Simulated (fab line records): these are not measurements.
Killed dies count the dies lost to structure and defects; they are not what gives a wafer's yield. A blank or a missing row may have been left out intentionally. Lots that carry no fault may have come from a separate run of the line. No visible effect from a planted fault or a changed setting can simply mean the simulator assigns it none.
What tool caused it? | flow nandHarc | Sampling: 14 lots, 42 wafers, 5 of 1159 route steps

== WHAT THE GAUGES SHOWED, per wafer ==
NHARC_A_BONDPAD_INSPECT_23.
lot  | measured     | on               | rawDefectCount
L414 | day 17 22:05 | defectInspect-02 | 322 362 436
L417 | day 18 04:01 | defectInspect-01 | 651 750 1701
L416 | day 18 05:07 | defectInspect-01 | 300 532 332
L415 | day 18 06:28 | defectInspect-02 | 526 468 436
L418 | day 18 09:46 | defectInspect-02 | 556 749 442
L420 | day 19 04:16 | defectInspect-01 | 548 684 446
L422 | day 19 22:32 | defectInspect-02 | 546 326 412
L421 | day 19 12:39 | defectInspect-02 | 445 279 388
L424 | day 20 04:23 | defectInspect-01 | 446 334
L428 | day 22 05:58 | defectInspect-01 | 420 461
L430 | day 22 17:37 | defectInspect-01 | 254
L432 | day 22 18:52 | defectInspect-01 | 1005 492 608
L437 | day 23 13:16 | defectInspect-02 | 752 604 805
L436 | day 24 00:58 | defectInspect-01 | 357 507 459

NHARC_THIN_TSV_INSPECT_40.
lot  | measured     | on               | rawDefectCount
L414 | day 19 01:27 | defectInspect-01 | 479 513 572
L417 | day 19 01:27 | defectInspect-02 | 330 305 382
L416 | day 19 05:35 | defectInspect-02 | 397 424 352
L415 | day 19 05:35 | defectInspect-01 | 476 522 483
L418 | day 19 15:22 | defectInspect-02 | 384 471 444
L420 | day 20 04:41 | defectInspect-02 | 368 386 399
L422 | day 20 23:10 | defectInspect-02 | 457 427 424
L421 | day 20 16:13 | defectInspect-02 | 510 384 416
L424 | day 21 05:48 | defectInspect-01 | 428 455
L428 | day 23 03:27 | defectInspect-01 | 442 598
L430 | day 23 18:36 | defectInspect-01 | 482
L432 | day 23 23:15 | defectInspect-01 | 392 393 420
L437 | day 24 17:20 | defectInspect-02 | 476 513 466
L436 | day 25 11:08 | defectInspect-02 | 431 511 437

NHARC_END_SORT_01.
lot  | measured     | on        | killedAtArray | killedAtOther | killedAtPeriphery | killedDies | killedOpen | killedShort
L415 | day 19 13:11 | prober-01 | 30 38 40      | 1 1 0         | 4 6 3             | 35 45 43   | 2 4 2      | 2 1 2
L418 | day 19 21:45 | prober-01 | 11 8 12       | 0 0 0         | 3 3 4             | 14 11 16   | 4 4 5      | 3 1 3
L422 | day 21 03:01 | prober-01 | 43 34 30      | 0 0 0         | 2 1 1             | 45 35 31   | 2 4 0      | 1 2 3
L421 | day 20 19:20 | prober-02 | 26 23 28      | 1 2 1         | 2 3 5             | 29 28 34   | 2 1 6      | 1 2 2
L424 | day 21 10:02 | prober-01 | 673 24 37     | 0 0 0         | 0 0 0             | 673 24 37  | 3 2 4      | 2 3 4
L428 | day 23 08:01 | prober-01 | 669 25 43     | 0 1 2         | 0 0 1             | 669 26 46  | 1 2 1      | 3 0 6
L430 | day 23 21:36 | prober-01 | 27 671 673    | 1 0 0         | 2 1 0             | 30 672 673 | 3 3 1      | 2 0 1

== EACH LOT AND THE TOOL THAT RAN IT (in order: tool; ch and the chambers of the sampled wafers; start) ==
lot  | NHARC_A_CHANNEL_HOLE_D1_DEP_01  | NHARC_THIN_TSV_STRIP_45
L414 | pecvd-04 ch 0,1, day 8 04:29    | plasmaAsher-01 ch 0,1, day 18 15:58
L417 | pecvd-02 ch 0,1,2, day 8 18:46  | plasmaAsher-02 ch 0,1, day 18 14:38
L416 | pecvd-04 ch 0,1,2, day 8 23:45  | plasmaAsher-02 ch 0,1, day 18 18:50
L415 | pecvd-04 ch 0,1,2, day 9 00:41  | plasmaAsher-02 ch 0,1, day 18 20:02
L418 | pecvd-03 ch 1,2, day 9 02:40    | plasmaAsher-01 ch 0,1, day 19 03:53
L420 | pecvd-02 ch 0,1,2, day 9 10:25  | plasmaAsher-02 ch 0,1, day 19 17:13
L422 | pecvd-04 ch 1,2, day 10 00:23   | plasmaAsher-02 ch 0,1, day 20 12:33
L421 | pecvd-04 ch 1,2, day 10 00:34   | plasmaAsher-02 ch 0, day 20 05:44
L424 | pecvd-04 ch 0,1,2, day 10 14:38 | plasmaAsher-01 ch 0, day 20 20:46
L428 | pecvd-04 ch 0,1,2, day 11 18:30 | plasmaAsher-02 ch 0,1, day 22 18:12
L430 | pecvd-04 ch 0,2, day 12 04:19   | plasmaAsher-02 ch 0, day 23 07:11
L432 | pecvd-03 ch 0,1, day 12 10:05   | plasmaAsher-01 ch 0, day 23 10:10
L437 | pecvd-02 ch 0,1, day 14 01:28   | plasmaAsher-02 ch 0,1, day 24 05:49
L436 | pecvd-03 ch 0,1, day 14 01:50   | plasmaAsher-01 ch 0,1, day 25 01:29
- NHARC_A_CHANNEL_HOLE_D1_DEP_01: deposits SiON, target thk 140 nm.
- NHARC_THIN_TSV_STRIP_45: strips in O2.

== AS READ BY THE TOOLS THEMSELVES (means over the sampled wafers that have a number; for cases with no such wafer, the mark the record gives instead) ==
NHARC_A_CHANNEL_HOLE_D1_DEP_01.
lot  | tool     | chamberPressureTorr (Torr) | heaterPowerW (W)
L414 | pecvd-04 | 3.499                      | 809
L417 | pecvd-02 | 3.506                      | 798
L416 | pecvd-04 | 3.499                      | 734
L415 | pecvd-04 | 3.501                      | 781
L418 | pecvd-03 | 3.499                      | 616
L420 | pecvd-02 | 3.494                      | 772
L422 | pecvd-04 | 3.496                      | 719
L421 | pecvd-04 | 3.497                      | 685
L424 | pecvd-04 | 3.498                      | 733
L428 | pecvd-04 | 3.494                      | 709
L430 | pecvd-04 | 3.503                      | 708
L432 | pecvd-03 | 3.503                      | 693
L437 | pecvd-02 | 3.497                      | 748
L436 | pecvd-03 | 3.504                      | 719

NHARC_THIN_TSV_STRIP_45.
lot  | tool           | drypumpMotorCurrentA (A) | heaterPowerW (W)
L414 | plasmaAsher-01 | 6.0                      | 330
L417 | plasmaAsher-02 | 5.6                      | 355
L416 | plasmaAsher-02 | 5.6                      | 348
L415 | plasmaAsher-02 | 5.7                      | 350
L418 | plasmaAsher-01 | 6.0                      | 325
L420 | plasmaAsher-02 | 5.6                      | 347
L422 | plasmaAsher-02 | 5.5                      | 361
L421 | plasmaAsher-02 | 5.8                      | 337
L424 | plasmaAsher-01 | 6.6                      | 320
L428 | plasmaAsher-02 | 5.6                      | 351
L430 | plasmaAsher-02 | 5.8                      | 338
L432 | plasmaAsher-01 | 6.6                      | 318
L437 | plasmaAsher-02 | 5.5                      | 366
L436 | plasmaAsher-01 | 6.3                      | 314

== THE ANSWER, worked out from the rows above alone ==
Rule: what is usual is taken from the lots themselves. The widest of any qualifying gaps counts: lots, ordered by their means at a reading, are off when they make up no more than a third of the lots, leave a main group of 4 or more, and stand apart from it by 3 or more times the standard deviation of that group's means. A main group whose means are all the same, to the digits that the tables above print for the reading, isn't used. A lot without any number at a reading at which 4 lots or more have one is off too. The other lots that the step has rows for count as sound. Order of review: gauges by route order, followed by the tools' own readings, for which a lot's mean as printed above is used. At the first step where some lot is off, the reading lying furthest off is the one used; lots without a number count as furthest.
None of the lots is off at any reading shown; this tells nothing.

== WHAT THE SIMULATOR HAD INSERTED ==
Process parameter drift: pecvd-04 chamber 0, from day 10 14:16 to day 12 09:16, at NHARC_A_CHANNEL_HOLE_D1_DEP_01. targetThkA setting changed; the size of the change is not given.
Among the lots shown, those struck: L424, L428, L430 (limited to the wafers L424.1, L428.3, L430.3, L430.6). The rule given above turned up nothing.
